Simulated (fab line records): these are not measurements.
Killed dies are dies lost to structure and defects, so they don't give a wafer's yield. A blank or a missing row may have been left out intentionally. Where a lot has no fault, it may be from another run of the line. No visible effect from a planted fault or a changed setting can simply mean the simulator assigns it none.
Split-lot trial ; flow n5Finfet ; route with 1938 steps; 7 lots, 21 wafers read

ON THE SPLIT
At N5_SD_EPI_N_EPI_21 (deposits Si:P, time 690 s), the setting timeS was moved away from the recipe's 690 s on 9 of the 21 wafers read, by -9.9% to +18.3%. All remaining wafers had this setting at the recipe value.

FROM THE SPLIT TO THE READING: what the file shows between them, 9 steps
- N5_SD_EPI_P_COAT_34: time 60 s, resist thk 350 nm (also split here: spinRpm)
- N5_SD_EPI_P_COAT_35: time 60 s, resist thk 35 nm
- N5_SD_EPI_P_COAT_03: resist thk 150 nm
- N5_SD_EPI_P_EPI_21: deposits SiGe:B, time 355 s
- N5_SD_EPI_P_HM_STRIP_48: strips SiNx in H3PO4, material SiNx, target depth 3 nm
- N5_SD_EPI_P_SRD_49: time 30 s
- N5_SD_EPI_P_PRECLEAN_24: cleans in O3/DIW, time 45 s
- N5_SD_ACTIVATION_RTA_00: time 0 s
- N5_SD_ACTIVATION_LSA_01: time 0.0008 s

THE READING
RS_SD_N in ohm/sq, measured at N5_SD_ACTIVATION_RS_MEAS_03 by four-point-probe. Typical for fault-free wafers on this fab line: 21.8 ohm/sq, with standard deviation 0.34 ohm/sq.

wafer;tool, chamber at the split;timeS as run, s;against the recipe;RS_SD_N, ohm/sq;against lot-mates on the recipe
L075.2;epiRpcvd-01, 0;690;recipe;21.9;-
L075.3;epiRpcvd-01, 0;690;recipe;21.6;-
L075.6;epiRpcvd-01, 0;690;recipe;22.0;-
L083.1;epiRpcvd-01, 0;753.7;+9.2%;20.8;-1.9
L083.4;epiRpcvd-01, 0;690;recipe;22.7;-
L083.5;epiRpcvd-01, 0;753.7;+9.2%;21.1;-1.6
L086.3;epiRpcvd-04, 0;621.5;-9.9%;23.0;+1.4
L086.5;epiRpcvd-04, 0;621.5;-9.9%;23.3;+1.7
L086.6;epiRpcvd-04, 0;690;recipe;21.6;-
L087.2;epiRpcvd-02, 0;690;recipe;21.5;-
L087.3;epiRpcvd-02, 0;690;recipe;21.2;-
L087.6;epiRpcvd-02, 0;690;recipe;21.6;-
L091.2;epiRpcvd-02, 0;816.6;+18.3%;19.9;no lot-mate on the recipe
L091.3;epiRpcvd-02, 0;816.6;+18.3%;19.8;no lot-mate on the recipe
L091.5;epiRpcvd-02, 0;816.6;+18.3%;19.8;no lot-mate on the recipe
L093.2;epiRpcvd-01, 0;631.9;-8.4%;23.1;+1.6
L093.5;epiRpcvd-01, 0;631.9;-8.4%;22.9;+1.4
L093.6;epiRpcvd-01, 0;690;recipe;21.5;-
L095.2;epiRpcvd-02, 0;690;recipe;22.9;-
L095.3;epiRpcvd-02, 0;690;recipe;22.6;-
L095.6;epiRpcvd-02, 0;690;recipe;22.0;-

FIT RESULTS
A straight line over all 21 wafers: RS_SD_N changes by -0.116 ohm/sq for each +1% of timeS; r = -0.92; the points scatter about the line by 0.42 ohm/sq.
The same after taking each lot's own level away (the mean of its wafers on the recipe; 18 wafers): -0.175 ohm/sq for each +1%; r = -0.97; scatter 0.22 ohm/sq.
The reading moves by 3.2 ohm/sq for the largest change in timeS, on that fit.
Across the lots, their own levels run from 21.43 to 22.70 ohm/sq, a range of 3.7 times the standard deviation given above.
In other words, the slope is changed by the lot-to-lot level; the two fits disagree.
Check: with one of the wafers moved furthest among these (-9.9%) left out of the fit, the line predicts +1.78 ohm/sq for it against its lot-mates. Against them it came out at +1.4 ohm/sq.

ADDITIONAL SPLITS CARRIED BY THESE WAFERS
Note: prior to the reading, these wafers also went through further splits. Each is held against what the fit with the lots' levels taken away leaves over:
other split on the same wafers;wafers away from the commonest value;r with RS_SD_N (lot level and that fit taken away)
N5_WELL_APT_EXPOSE_05 doseMj;8;-0.20
N5_WELL_APT_DEVELOP_07 developTimeS;8;+0.30
N5_FIN_SAQP_ALD_61 tempC;9;-0.12
N5_FIN_SAQP_PECVD_47 timeS;6;+0.05
N5_DUMMY_GATE_EXPOSE_12 doseMj;7;-0.10
N5_SD_EPI_P_COAT_34 spinRpm;9;-0.08

THE WHOLE CHAIN: every reading that the file lists as answering this split, in the file's order
step;what it does;reading;change (the file's fit);r (the file's)
N5_SD_EPI_N_EPI_21;deposits Si:P, time 690 s;Si-P_of_SD_EPI_N_EPI_21.thkNm (the simulator's own value, which no gauge read);+0.442 nm for each +1% of the setting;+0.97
N5_SD_EPI_P_HM_STRIP_48;strips SiNx in H3PO4, material SiNx, target depth 3 nm;Si-P_of_SD_EPI_N_EPI_21.thkNm (the simulator's own value, which no gauge read);+0.431 nm for each +1% of the setting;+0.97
N5_SD_ACTIVATION_RS_MEAS_03;measures by four-point-probe;RS_SD_N;-0.173 for each +1% of the setting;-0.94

THE FILE'S OWN FIT
RS_SD_N changes by -0.173 ohm/sq for each +1% of timeS, r = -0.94.
